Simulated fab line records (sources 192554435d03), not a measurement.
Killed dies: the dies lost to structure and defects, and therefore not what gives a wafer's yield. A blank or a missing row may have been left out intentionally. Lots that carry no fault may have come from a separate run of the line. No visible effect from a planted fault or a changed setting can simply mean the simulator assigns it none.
Chamber matching + flow n5Finfet + N5_HKMG_FIN_STRIP_92 on rieDiel-02 has 4 sister chambers
The step strips SOC in N2/H2, time 20 s. 4 wafers are shown with their chamber, then 7 later ones without.

== WAFERS, EACH WITH ITS CHAMBER ==
| wafer  | chamber | showerheadPlenumPTorr (Torr) |
|--------|---------|------------------------------|
| L081.4 | 0       | 3.22                         |
| L081.6 | 2       | 3.34                         |
| L092.2 | 3       | 3.33                         |
| L092.4 | 1       | 3.45                         |

== WAFERS MISSING THEIR CHAMBER ==
| wafer  | showerheadPlenumPTorr (Torr) |
|--------|------------------------------|
| L092.6 | 3.33                         |
| L094.1 | 3.33                         |
| L094.2 | 3.20                         |
| L094.3 | 3.45                         |
| L096.2 | 3.20                         |
| L096.3 | 3.45                         |
| L096.5 | 3.45                         |

== WHICH CHAMBER EACH ONE RAN IN ==
| wafer  | from the rows above     | in truth |
|--------|-------------------------|----------|
| L092.6 | can't be placed: 3 or 2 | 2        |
| L094.1 | can't be placed: 3 or 2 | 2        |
| L094.2 | 0                       | 0        |
| L094.3 | 1                       | 1        |
| L096.2 | 0                       | 0        |
| L096.3 | 1                       | 1        |
| L096.5 | 1                       | 1        |
Placed correctly: 5 of 7. From these rows, 2 cannot be placed; in 2 the true chamber is one of the candidates. Number placed wrongly: 0.
How it was worked out, from the rows above alone: a wafer's distance from a chamber is the root of the sum, over the readings, of the square of ((its reading less the chamber's mean) divided by the reading's scatter). If the next closest chamber is less than 2 further off than the closest, the wafer can't be placed; otherwise it belongs to the closest. Each chamber's mean is taken over the wafers shown for it. The scatter: with one shown wafer a chamber, the root of the mean of the squares of how far each hidden wafer lies from its nearest shown one.
